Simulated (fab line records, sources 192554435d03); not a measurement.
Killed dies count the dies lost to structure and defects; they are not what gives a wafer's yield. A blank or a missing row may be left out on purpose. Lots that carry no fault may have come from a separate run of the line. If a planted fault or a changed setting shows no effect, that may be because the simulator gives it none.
Which tool did it? || flow n5Finfet || 9 lots, 26 wafers sampled, at 5 steps of a route of 1938

WHAT THE GAUGES SHOWED, per wafer
N5_BEOL_M4_RC_MEAS_101.
{"lot": "L224", "measured": "day 8 10:06", "on": "prober-01", "IOFF_P_LONG (nA/um)": "0.000115 0.000108 0.000104"}
{"lot": "L225", "measured": "day 8 07:37", "on": "prober-01", "IOFF_P_LONG (nA/um)": "0.000104 9.7e-05 0.0001"}
{"lot": "L228", "measured": "day 9 03:26", "on": "prober-01", "IOFF_P_LONG (nA/um)": "0.000125 0.000123 0.000122"}
{"lot": "L230", "measured": "day 9 08:45", "on": "prober-01", "IOFF_P_LONG (nA/um)": "0.0001 0.000109 0.000107"}
{"lot": "L232", "measured": "day 10 03:45", "on": "prober-01", "IOFF_P_LONG (nA/um)": "0.000113 0.00011 0.000106"}
{"lot": "L233", "measured": "day 10 15:08", "on": "prober-02", "IOFF_P_LONG (nA/um)": "0.000117 0.000118 0.000111"}
{"lot": "L236", "measured": "day 10 22:07", "on": "prober-02", "IOFF_P_LONG (nA/um)": "0.000309 0.000106"}
{"lot": "L237", "measured": "day 11 15:01", "on": "prober-01", "IOFF_P_LONG (nA/um)": "0.000106 0.00011 0.000109"}
{"lot": "L245", "measured": "day 13 10:17", "on": "prober-01", "IOFF_P_LONG (nA/um)": "9.5e-05 0.0001 9.4e-05"}

TOOL THAT RAN EACH LOT (tool first, then ch and the chambers of the sampled wafers, then the start)
{"lot": "L224", "N5_HKMG_FIN_ALD_74": "aldHk-02 ch 1,2,3, day 3 22:35", "N5_BEOL_M4_SPUTTER_90": "pvdSputter-01, day 8 07:59", "N5_BEOL_M4_CMP_52": "cmp-03 ch 0,1,2, day 8 09:32", "N5_BEOL_M4_PRE_CLEAN_60": "cvdCo-02 ch 0,1,2, day 8 09:49"}
{"lot": "L225", "N5_HKMG_FIN_ALD_74": "aldHk-02 ch 0,1, day 4 05:28", "N5_BEOL_M4_SPUTTER_90": "pvdSputter-02, day 8 05:43", "N5_BEOL_M4_CMP_52": "cmp-03 ch 0,1, day 8 06:54", "N5_BEOL_M4_PRE_CLEAN_60": "cvdCo-01 ch 0,1, day 8 07:12"}
{"lot": "L228", "N5_HKMG_FIN_ALD_74": "aldHk-02 ch 0,1,3, day 5 02:10", "N5_BEOL_M4_SPUTTER_90": "pvdSputter-01, day 9 01:11", "N5_BEOL_M4_CMP_52": "cmp-01 ch 1,2,3, day 9 02:20", "N5_BEOL_M4_PRE_CLEAN_60": "cvdCo-02 ch 1,2, day 9 02:58"}
{"lot": "L230", "N5_HKMG_FIN_ALD_74": "aldHk-03 ch 1,3, day 5 14:53", "N5_BEOL_M4_SPUTTER_90": "pvdSputter-01, day 9 06:49", "N5_BEOL_M4_CMP_52": "cmp-01 ch 1,2,3, day 9 08:03", "N5_BEOL_M4_PRE_CLEAN_60": "cvdCo-01 ch 0,2, day 9 08:19"}
{"lot": "L232", "N5_HKMG_FIN_ALD_74": "aldHk-02 ch 2,3, day 6 01:22", "N5_BEOL_M4_SPUTTER_90": "pvdSputter-01, day 10 01:52", "N5_BEOL_M4_CMP_52": "cmp-01 ch 0,1, day 10 03:01", "N5_BEOL_M4_PRE_CLEAN_60": "cvdCo-02 ch 0,1,2, day 10 03:28"}
{"lot": "L233", "N5_HKMG_FIN_ALD_74": "aldHk-02 ch 0,1,3, day 6 14:41", "N5_BEOL_M4_SPUTTER_90": "pvdSputter-03, day 10 13:22", "N5_BEOL_M4_CMP_52": "cmp-03 ch 1,3, day 10 14:34", "N5_BEOL_M4_PRE_CLEAN_60": "cvdCo-02 ch 0,2, day 10 14:52"}
{"lot": "L236", "N5_HKMG_FIN_ALD_74": "aldHk-02 ch 2,3, day 7 00:33", "N5_BEOL_M4_SPUTTER_90": "pvdSputter-02, day 10 20:12", "N5_BEOL_M4_CMP_52": "cmp-01 ch 1,3, day 10 21:22", "N5_BEOL_M4_PRE_CLEAN_60": "cvdCo-02 ch 1,2, day 10 21:41"}
{"lot": "L237", "N5_HKMG_FIN_ALD_74": "aldHk-01 ch 1,2, day 7 07:40", "N5_BEOL_M4_SPUTTER_90": "pvdSputter-03, day 11 13:13", "N5_BEOL_M4_CMP_52": "cmp-04 ch 0,2,3, day 11 14:29", "N5_BEOL_M4_PRE_CLEAN_60": "cvdCo-01 ch 0,1,2, day 11 14:44"}
{"lot": "L245", "N5_HKMG_FIN_ALD_74": "aldHk-03 ch 0,1,3, day 9 07:30", "N5_BEOL_M4_SPUTTER_90": "pvdSputter-02, day 13 07:59", "N5_BEOL_M4_CMP_52": "cmp-04 ch 0,1, day 13 09:22", "N5_BEOL_M4_PRE_CLEAN_60": "cvdCo-01 ch 0,1,2, day 13 09:41"}
- N5_HKMG_FIN_ALD_74: deposits La2O3, target thk 0.5 nm, pulse time 6 s, co reactant pulse time 1 s.
- N5_BEOL_M4_SPUTTER_90: material Cu, target thk 4.5 nm, time 8.29 s.
- N5_BEOL_M4_CMP_52: polishes, stops on SiOC, t overpolish 6.8 s, target thk 40 nm.
- N5_BEOL_M4_PRE_CLEAN_60: time 15 s.

THE ANSWER, worked out from the rows above alone
Rule: the lots themselves supply what counts as usual. Put in order of their means at a reading, lots are off if they are a third of the lots or fewer, leave a main group of 4 or more, and stand apart from it by a gap of 3 or more times the standard deviation of the main group's means; of several such gaps the widest counts. The tables above print the reading to a certain number of digits; a main group whose means all agree to those digits is not used. Also off: a lot with no number at a reading for which 4 or more lots have one. Any other lot the step has rows for is counted as sound.
Off: L236, at N5_BEOL_M4_RC_MEAS_101 (IOFF_P_LONG). For the main group the mean is 0.000108 nA/um and the standard deviation 7.9e-06.
If a tool, at a process step before that reading, ran all the lots that are off and no sound lot after the first of them, it fits. Gauges at N5_BEOL_M4_RC_MEAS_101: tried the same way as those tools. Can't be told from this: 4 tools fit, aldHk-02 at N5_HKMG_FIN_ALD_74, cmp-01 at N5_BEOL_M4_CMP_52, cvdCo-02 at N5_BEOL_M4_PRE_CLEAN_60, prober-02 at N5_BEOL_M4_RC_MEAS_101.

WHAT THE SIMULATOR PUT IN
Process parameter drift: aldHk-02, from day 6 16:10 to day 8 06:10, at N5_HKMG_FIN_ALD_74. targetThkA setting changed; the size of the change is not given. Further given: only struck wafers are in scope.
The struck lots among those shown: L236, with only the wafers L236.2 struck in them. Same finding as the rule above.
